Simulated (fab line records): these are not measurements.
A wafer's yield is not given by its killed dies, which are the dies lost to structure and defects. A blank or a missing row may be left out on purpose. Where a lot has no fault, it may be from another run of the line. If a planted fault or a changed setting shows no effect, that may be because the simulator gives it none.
Matching of chambers + flow nand harc + NHARC_P_CONTACT_STRIP_28 on rie diel-03 has 4 sister chambers
The step strips in O2. 24 wafers are shown with their chamber, then 12 later ones without.

## WAFERS, EACH WITH ITS CHAMBER
| wafer  | chamber | showerhead plenum p Torr (Torr) | drypump motor current A (A) | oes product au (a.u.) |
|--------|---------|---------------------------------|-----------------------------|-----------------------|
| L074.1 | 0       | 3.46                            | 6.0                         | 1.023                 |
| L074.2 | 1       | 3.74                            | 5.4                         | 1.007                 |
| L074.3 | 3       | 3.78                            | 6.0                         | 1.006                 |
| L075.1 | 1       | 3.74                            | 5.4                         | 1.021                 |
| L075.3 | 3       | 3.78                            | 5.9                         | 1.005                 |
| L075.5 | 1       | 3.74                            | 5.4                         | 1.001                 |
| L077.2 | 1       | 3.74                            | 5.4                         | 1.006                 |
| L077.4 | 0       | 3.45                            | 6.0                         | 1.021                 |
| L077.5 | 2       | 3.61                            | 5.3                         | 0.994                 |
| L076.2 | 1       | 3.74                            | 5.4                         | 1.006                 |
| L076.4 | 2       | 3.61                            | 5.3                         | 0.991                 |
| L076.6 | 0       | 3.45                            | 6.0                         | 1.017                 |
| L082.2 | 2       | 3.61                            | 5.3                         | 1.006                 |
| L082.4 | 0       | 3.45                            | 5.9                         | 1.017                 |
| L082.5 | 0       | 3.45                            | 6.0                         | 1.019                 |
| L084.1 | 1       | 3.74                            | 5.4                         | 1.006                 |
| L084.2 | 3       | 3.78                            | 6.0                         | 1.001                 |
| L084.5 | 1       | 3.74                            | 5.4                         | 1.008                 |
| L088.1 | 2       | 3.61                            | 5.3                         | 1.002                 |
| L088.3 | 0       | 3.45                            | 6.0                         | 1.024                 |
| L088.4 | 3       | 3.77                            | 5.9                         | 0.997                 |
| L087.2 | 1       | 3.73                            | 5.4                         | 1.011                 |
| L087.3 | 0       | 3.45                            | 6.0                         | 1.022                 |
| L087.4 | 3       | 3.77                            | 5.9                         | 0.999                 |

SIGNATURES (means of the wafers above)
| reading                  | chamber 0 | chamber 1 | chamber 2 | chamber 3 | scatter within a chamber |
|--------------------------|-----------|-----------|-----------|-----------|--------------------------|
| showerhead plenum p Torr | 3.4514    | 3.7388    | 3.6100    | 3.7760    | 0.00383                  |
| drypump motor current A  | 5.986     | 5.400     | 5.300     | 5.940     | 0.0321                   |
| oes product au           | 1.02043   | 1.00825   | 0.99825   | 1.00160   | 0.00496                  |
Rule: a wafer's distance from a chamber is the root of the sum, over the readings, of the square of ((its reading less the chamber's mean) divided by the reading's scatter). The wafer belongs to the nearest chamber; if the next one is less than 2 further off, it can't be placed. The scatter is the square root of a quotient: the sum, over the shown wafers, of each reading's squared deviation from its chamber's mean, divided by wafers minus chambers.

## WAFERS WITH NO CHAMBER GIVEN
| wafer  | showerhead plenum p Torr (Torr) | drypump motor current A (A) | oes product au (a.u.) |
|--------|---------------------------------|-----------------------------|-----------------------|
| L089.2 | 3.77                            | 5.9                         | 1.002                 |
| L089.4 | 3.60                            | 5.3                         | 1.010                 |
| L089.5 | 3.73                            | 5.4                         | 1.013                 |
| L090.2 | 3.77                            | 5.9                         | 0.992                 |
| L090.4 | 3.73                            | 5.4                         | 1.013                 |
| L090.5 | 3.73                            | 5.4                         | 1.017                 |
| L091.1 | 3.73                            | 5.4                         | 1.014                 |
| L091.4 | 3.60                            | 5.3                         | 1.005                 |
| L091.5 | 3.60                            | 5.3                         | 0.998                 |
| L097.2 | 3.60                            | 5.3                         | 1.004                 |
| L097.4 | 3.77                            | 6.0                         | 0.987                 |
| L097.6 | 3.45                            | 6.0                         | 1.018                 |

## WHICH CHAMBER EACH ONE RAN IN
| wafer  | from the rows above | in truth |
|--------|---------------------|----------|
| L089.2 | 3                   | 3        |
| L089.4 | 2                   | 2        |
| L089.5 | 1                   | 1        |
| L090.2 | 3                   | 3        |
| L090.4 | 1                   | 1        |
| L090.5 | 1                   | 1        |
| L091.1 | 1                   | 1        |
| L091.4 | 2                   | 2        |
| L091.5 | 2                   | 2        |
| L097.2 | 2                   | 2        |
| L097.4 | 3                   | 3        |
| L097.6 | 0                   | 0        |
12 of 12 placed correctly. Can't be placed from these rows: 0. Placed wrongly: 0.
